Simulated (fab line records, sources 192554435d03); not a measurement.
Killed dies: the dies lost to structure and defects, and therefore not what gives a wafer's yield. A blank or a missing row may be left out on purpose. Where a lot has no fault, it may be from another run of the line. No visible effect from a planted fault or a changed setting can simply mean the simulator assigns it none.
Split-lot study / flow n5 finfet / route with 1938 steps; 7 lots, 21 wafers read

== THE SPLIT ITSELF ==
At N5_HKMG_FIN_COAT_43 (resist thk 90 nm), the setting spin rpm was moved away from the recipe's 1500 rpm on 2 of the 21 wafers read, by -7.9% to -7.5%. The other wafers ran this setting at the recipe's value.

The split's own step is where the reading is taken.

== THE READING ==
CAR-ArF_of_HKMG_FIN_COAT_43.thk nm (the simulator's own value, which no gauge read), in nm, at N5_HKMG_FIN_COAT_43 (resist thk 90 nm). The file does not state a usual value for it. Here, 19 wafers ran the recipe; their average is 90.1 nm with a standard deviation of 0.2 nm.

wafer=L076.2; tool, chamber at the split=litho track-05, 0; spin rpm as run, rpm=1500; against the recipe=recipe; CAR-ArF_of_HKMG_FIN_COAT_43.thk nm, nm=90.2; against lot-mates on the recipe=-
wafer=L076.4; tool, chamber at the split=litho track-05, 0; spin rpm as run, rpm=1500; against the recipe=recipe; CAR-ArF_of_HKMG_FIN_COAT_43.thk nm, nm=90; against lot-mates on the recipe=-
wafer=L076.5; tool, chamber at the split=litho track-05, 0; spin rpm as run, rpm=1388; against the recipe=-7.5%; CAR-ArF_of_HKMG_FIN_COAT_43.thk nm, nm=94; against lot-mates on the recipe=+3.9
wafer=L078.2; tool, chamber at the split=litho track-05, 0; spin rpm as run, rpm=1500; against the recipe=recipe; CAR-ArF_of_HKMG_FIN_COAT_43.thk nm, nm=90.2; against lot-mates on the recipe=-
wafer=L078.3; tool, chamber at the split=litho track-05, 0; spin rpm as run, rpm=1500; against the recipe=recipe; CAR-ArF_of_HKMG_FIN_COAT_43.thk nm, nm=90.2; against lot-mates on the recipe=-
wafer=L078.4; tool, chamber at the split=litho track-05, 0; spin rpm as run, rpm=1500; against the recipe=recipe; CAR-ArF_of_HKMG_FIN_COAT_43.thk nm, nm=90; against lot-mates on the recipe=-
wafer=L079.4; tool, chamber at the split=litho track-05, 0; spin rpm as run, rpm=1500; against the recipe=recipe; CAR-ArF_of_HKMG_FIN_COAT_43.thk nm, nm=90; against lot-mates on the recipe=-
wafer=L079.5; tool, chamber at the split=litho track-05, 0; spin rpm as run, rpm=1500; against the recipe=recipe; CAR-ArF_of_HKMG_FIN_COAT_43.thk nm, nm=89.8; against lot-mates on the recipe=-
wafer=L079.6; tool, chamber at the split=litho track-05, 0; spin rpm as run, rpm=1500; against the recipe=recipe; CAR-ArF_of_HKMG_FIN_COAT_43.thk nm, nm=89.8; against lot-mates on the recipe=-
wafer=L081.1; tool, chamber at the split=litho track-05, 0; spin rpm as run, rpm=1500; against the recipe=recipe; CAR-ArF_of_HKMG_FIN_COAT_43.thk nm, nm=89.8; against lot-mates on the recipe=-
wafer=L081.2; tool, chamber at the split=litho track-05, 0; spin rpm as run, rpm=1500; against the recipe=recipe; CAR-ArF_of_HKMG_FIN_COAT_43.thk nm, nm=90; against lot-mates on the recipe=-
wafer=L081.6; tool, chamber at the split=litho track-05, 0; spin rpm as run, rpm=1500; against the recipe=recipe; CAR-ArF_of_HKMG_FIN_COAT_43.thk nm, nm=90; against lot-mates on the recipe=-
wafer=L083.3; tool, chamber at the split=litho track-01, 0; spin rpm as run, rpm=1500; against the recipe=recipe; CAR-ArF_of_HKMG_FIN_COAT_43.thk nm, nm=90.4; against lot-mates on the recipe=-
wafer=L083.4; tool, chamber at the split=litho track-01, 0; spin rpm as run, rpm=1381; against the recipe=-7.9%; CAR-ArF_of_HKMG_FIN_COAT_43.thk nm, nm=93.8; against lot-mates on the recipe=+3.7
wafer=L083.5; tool, chamber at the split=litho track-01, 0; spin rpm as run, rpm=1500; against the recipe=recipe; CAR-ArF_of_HKMG_FIN_COAT_43.thk nm, nm=89.8; against lot-mates on the recipe=-
wafer=L084.2; tool, chamber at the split=litho track-05, 0; spin rpm as run, rpm=1500; against the recipe=recipe; CAR-ArF_of_HKMG_FIN_COAT_43.thk nm, nm=90.4; against lot-mates on the recipe=-
wafer=L084.3; tool, chamber at the split=litho track-05, 0; spin rpm as run, rpm=1500; against the recipe=recipe; CAR-ArF_of_HKMG_FIN_COAT_43.thk nm, nm=90.4; against lot-mates on the recipe=-
wafer=L084.6; tool, chamber at the split=litho track-05, 0; spin rpm as run, rpm=1500; against the recipe=recipe; CAR-ArF_of_HKMG_FIN_COAT_43.thk nm, nm=90.2; against lot-mates on the recipe=-
wafer=L096.2; tool, chamber at the split=litho track-05, 0; spin rpm as run, rpm=1500; against the recipe=recipe; CAR-ArF_of_HKMG_FIN_COAT_43.thk nm, nm=90.2; against lot-mates on the recipe=-
wafer=L096.4; tool, chamber at the split=litho track-05, 0; spin rpm as run, rpm=1500; against the recipe=recipe; CAR-ArF_of_HKMG_FIN_COAT_43.thk nm, nm=90; against lot-mates on the recipe=-
wafer=L096.5; tool, chamber at the split=litho track-05, 0; spin rpm as run, rpm=1500; against the recipe=recipe; CAR-ArF_of_HKMG_FIN_COAT_43.thk nm, nm=90; against lot-mates on the recipe=-

THE FIT
A straight line over all 21 wafers: CAR-ArF_of_HKMG_FIN_COAT_43.thk nm changes by -0.496 nm for each +1% of spin rpm; r = -0.98; the points scatter about the line by 0.21 nm.
The same after taking each lot's own level away (the mean of its wafers on the recipe; 21 wafers): -0.493 nm for each +1%; r = -0.99; scatter 0.15 nm.
Per that fit: largest spin rpm move, reading shift of 3.9 nm.
From 89.87 to 90.33 nm: that is the span of the lots' own levels, equal to 2.4 times the standard deviation above.
The two slopes are in agreement: the lot-to-lot level therefore moves the slope only a little.
Check: for one of the wafers moved furthest among these (-7.9%), held out of the fit, the line's prediction against its lot-mates is +4.14 nm. It came out at +3.7 nm against them.

== THESE WAFERS: OTHER SPLITS ==
Note: prior to the reading, these wafers also went through further splits. Each is held against what the fit with the lots' levels taken away leaves over:
other split on the same wafers=N5_DUMMY_GATE_COAT_28 spin rpm; wafers away from the commonest value=3; r with CAR-ArF_of_HKMG_FIN_COAT_43.thk nm (lot level and that fit taken away)=-0.42
other split on the same wafers=N5_SD_EPI_N_ETCH_16 target depth a; wafers away from the commonest value=5; r with CAR-ArF_of_HKMG_FIN_COAT_43.thk nm (lot level and that fit taken away)=+0.14
other split on the same wafers=N5_SDB_ETCH_25 time s; wafers away from the commonest value=4; r with CAR-ArF_of_HKMG_FIN_COAT_43.thk nm (lot level and that fit taken away)=-0.14

== THE FILE'S OWN FIT ==
CAR-ArF_of_HKMG_FIN_COAT_43.thk nm changes by -0.493 nm for each +1% of spin rpm, r = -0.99.
